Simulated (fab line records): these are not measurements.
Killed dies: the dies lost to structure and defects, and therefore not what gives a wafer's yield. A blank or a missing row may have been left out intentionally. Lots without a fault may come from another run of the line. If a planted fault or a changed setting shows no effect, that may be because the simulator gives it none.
The tool behind it: which one? + flow nandHarc + Sampling: 12 lots, 36 wafers, 4 of 1159 route steps

WHAT THE GAUGES SHOWED, per wafer
NHARC_A_CONTACT_CD_MEAS_69: the cd target is 200 nm.
| lot  | measured     | on       | cdNm (nm)         |
|------|--------------|----------|-------------------|
| L074 | day 16 19:32 | cdSem-02 | 200.3 199.9 200.3 |
| L077 | day 17 00:00 | cdSem-02 | 200.5 199.4 199.1 |
| L080 | day 18 01:55 | cdSem-01 | 200.5 200.1 200.7 |
| L081 | day 18 04:31 | cdSem-01 | 198.8 199.1 199.6 |
| L083 | day 18 17:28 | cdSem-01 | 200.0 199.6 199.9 |
| L087 | day 19 09:04 | cdSem-01 | 200.0 200.4 200.5 |
| L086 | day 19 22:16 | cdSem-03 | 199.9 200.4 200.2 |
| L085 | day 20 01:37 | cdSem-03 | 201.1 200.1 200.1 |
| L091 | day 20 18:35 | cdSem-01 | 199.5 198.8 199.0 |
| L093 | day 21 06:46 | cdSem-03 | 199.1 200.1 199.0 |
| L097 | day 22 04:03 | cdSem-03 | 199.6 199.6 199.5 |
| L094 | day 22 08:08 | cdSem-01 | 199.9 199.8 199.2 |

TOOL THAT RAN EACH LOT (tool first, then ch and the chambers of the sampled wafers, then the start)
| lot  | NHARC_A_CONTACT_ETCH_49                      | NHARC_A_CONTACT_ETCH_116           | NHARC_A_CONTACT_DEP_58          |
|------|----------------------------------------------|------------------------------------|---------------------------------|
| L074 | rieDiel-05 ch 0,1,2, day 16 12:01 or earlier | harCapEtch-03 ch 0,1, day 16 12:01 | pecvd-02 ch 1,2, day 16 18:49   |
| L077 | rieDiel-02 ch 0,2,3, day 16 17:29 or earlier | harCapEtch-02 ch 0,1, day 16 17:29 | pecvd-02 ch 1,2, day 16 23:19   |
| L080 | rieDiel-05 ch 0,3, day 17 18:11 or earlier   | harCapEtch-03 ch 0,1, day 17 18:11 | pecvd-02 ch 0,1,2, day 18 01:14 |
| L081 | rieDiel-05 ch 0,1,2, day 17 23:46 or earlier | harCapEtch-01 ch 0,1, day 17 23:46 | pecvd-02 ch 0,1,2, day 18 03:57 |
| L083 | rieDiel-13 ch 1,2,3, day 18 10:46 or earlier | harCapEtch-02 ch 0,1, day 18 10:46 | pecvd-02 ch 0,2, day 18 16:52   |
| L087 | rieDiel-05 ch 0,1,2, day 19 04:07 or earlier | harCapEtch-01 ch 0,1, day 19 04:07 | pecvd-02 ch 0,1,2, day 19 08:20 |
| L086 | rieDiel-13 ch 1,2, day 19 16:25 or earlier   | harCapEtch-01 ch 0,1, day 19 16:25 | pecvd-02 ch 0,2, day 19 21:34   |
| L085 | rieDiel-02 ch 0,1,2, day 19 20:43 or earlier | harCapEtch-01 ch 0,1, day 19 20:43 | pecvd-01 ch 0,2, day 20 00:53   |
| L091 | rieDiel-13 ch 2,3, day 20 12:58 or earlier   | harCapEtch-02 ch 0,1, day 20 12:58 | pecvd-02 ch 0,2, day 20 17:53   |
| L093 | rieDiel-13 ch 2,3, day 21 01:49 or earlier   | harCapEtch-02 ch 0,1, day 21 01:49 | pecvd-02 ch 0,1,2, day 21 06:04 |
| L097 | rieDiel-05 ch 0,1, day 21 23:08 or earlier   | harCapEtch-02 ch 0,1, day 21 23:08 | pecvd-02 ch 0,1,2, day 22 03:20 |
| L094 | rieDiel-05 ch 0,1,3, day 22 03:22 or earlier | harCapEtch-03 ch 0,1, day 22 03:22 | pecvd-02 ch 0,2, day 22 07:34   |
- NHARC_A_CONTACT_ETCH_49: etches the open film in N2/H2, target depth 260 nm, time 475.3 s.
- NHARC_A_CONTACT_ETCH_116: etches the open film in C4F8/O2/Ar, time 94 s, target depth 922 nm.
- NHARC_A_CONTACT_DEP_58: deposits SiON, target thk 60 nm.

THE ANSWER, worked out from the rows above alone
Rule: what is usual is taken from the lots themselves. Put in order of their means at a reading, lots are off if they are a third of the lots or fewer, leave a main group of 4 or more, and stand apart from it by a gap of 3 or more times the standard deviation of the main group's means; of several such gaps the widest counts. If all means in a main group match to the digits the tables above print for the reading, that group is not used. A lot without any number at a reading at which 4 lots or more have one is off too. All remaining lots with rows at the step are treated as sound.
No lot is off on any of the readings shown, so nothing can be concluded from this.

WHAT THE SIMULATOR PUT IN
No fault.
